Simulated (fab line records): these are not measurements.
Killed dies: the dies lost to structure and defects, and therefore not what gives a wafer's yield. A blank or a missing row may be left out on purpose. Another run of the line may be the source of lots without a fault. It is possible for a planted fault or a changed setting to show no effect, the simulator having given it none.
Struck lot and sound lot, side by side :: flow n5-finfet :: 16 steps out of a route of 1938
Sound: the wafers L692.1, L692.2, L692.5. Wafers struck: L707.1, L707.3, L707.4. Last of all comes the cause.
At each step with rows: each side's tool, then ch and its chambers, then its first start. Under that, the readings that differ: sound wafers :: struck wafers :: difference of the means :: sigmas: that difference in standard deviations of wafers without a fault.
alike: a reading whose means differ by less than 2 such deviations, as well as words and numbers matching on both sides. not compared: withheld readings; readings where some wafer has no value; bounds like >300 that might hide an equal value; numbers whose values overlap and for which the record gives no deviation.
Wherever a step has rows on one side only, a row that says differs or no value, or a row with sigmas, the two part there. Non-overlapping numbers with no deviation appear without sigmas and do not part them. A reading that every wafer of one side lacks parts them only if that side has two wafers or more.

first, 7 steps without rows for these wafers: N5_WELL_APT_COAT_19 (resist thk 950 nm); N5_WELL_APT_EBR_21; N5_WELL_APT_SOFTBAKE_20 (time 60 s); N5_WELL_APT_EXPOSE_22 (exposes mask PWELL, defocus 0 nm, target cd 200 nm); N5_WELL_APT_PEB_23 (peb time 90 s); N5_WELL_APT_DEVELOP_24 (develop time 45 s); N5_WELL_APT_HARDBAKE_29 (time 120 s).
N5_WELL_APT_CD_MEAS_25 targets a cd of 200 nm.
  sound on cd-sem-02 ch 0, day 1 20:49; struck on cd-sem-01 ch 0, day 5 15:02
  alike: cd-nm
N5_WELL_APT_OVL_MEAS_26:
  sound on overlay-01 ch 0, day 1 20:51; struck on overlay-02 ch 0, day 5 15:04
  alike: PWELL_OVL
N5_WELL_APT_INSPECT_27: inspects for defects (macro).
  sound on defect-inspect-01 at day 1 20:53; struck on defect-inspect-02 at day 5 15:05
  alike: raw-defect-count
N5_WELL_APT_DESCUM_30: chemistry O2, time 7.9 s.
  sound on rie-diel-02 ch 0,3, day 1 20:58; struck on rie-diel-05 ch 0,1,2, day 5 15:13
  alike: drypump-motor-current-A, oes-product-au, rf-fwd-power-W, rf-vpp-V, showerhead-plenum-p-Torr, throttle-valve-pct
  not compared: rf-hours-counter-h
following that, these wafers have no rows for 1 step: N5_WELL_APT_IMPLANT_31.
N5_WELL_APT_IMPLANT_32:
  sound on implanter-01 ch 0, day 1 21:15; struck on implanter-02 ch 0, day 5 15:51
then, 1 step without rows for these wafers: N5_WELL_APT_STRIP_33 (strips in SPM, time 900 s).
-- here the record skips 7 days between the struck wafers' starts before and after, leaving off in module WELL_APT and picking up in module BEOL_M4 (first step shown: number 1111 of the route) --
N5_BEOL_M4_RC_MEAS_101:
  sound on prober-01 ch 0, day 7 22:02; struck on prober-02 ch 0, day 13 03:50
  alike: DIBL_N, DIBL_P, IOFF_N, IOFF_P, ION_N, ION_P, SS_N, SS_P, VT_N, VT_P
-- here the record skips 4 days between the struck wafers' starts before and after, leaving off in module BEOL_M4 and picking up in module PASSIVATION (first step shown: number 1936 of the route) --
N5_PASSIVATION_PROBE_49:
  sound on prober-01 at day 11 18:36; struck on prober-01 at day 16 23:37
reading: killed_at_M0_to_M3
sound: 60 58 46
struck: 35 32 24
difference: -24
sigmas: -2

reading: killed-at-contacts
sound: 5 15 13
struck: 22 26 30
difference: +15
sigmas: +2
  alike: defect-limited-yield, killed_at_M4_up, killed-at-front-end, killed-at-other, killed-dies, killed-open, killed-short, sort_bin_5_function, sort_bin_6_memory, sort_bin_8_speed, sort-n-pass, sort-yield-pct

WHERE THEY PART
N5_PASSIVATION_PROBE_49 only, going by this record.

WHY: whatever the simulator had introduced
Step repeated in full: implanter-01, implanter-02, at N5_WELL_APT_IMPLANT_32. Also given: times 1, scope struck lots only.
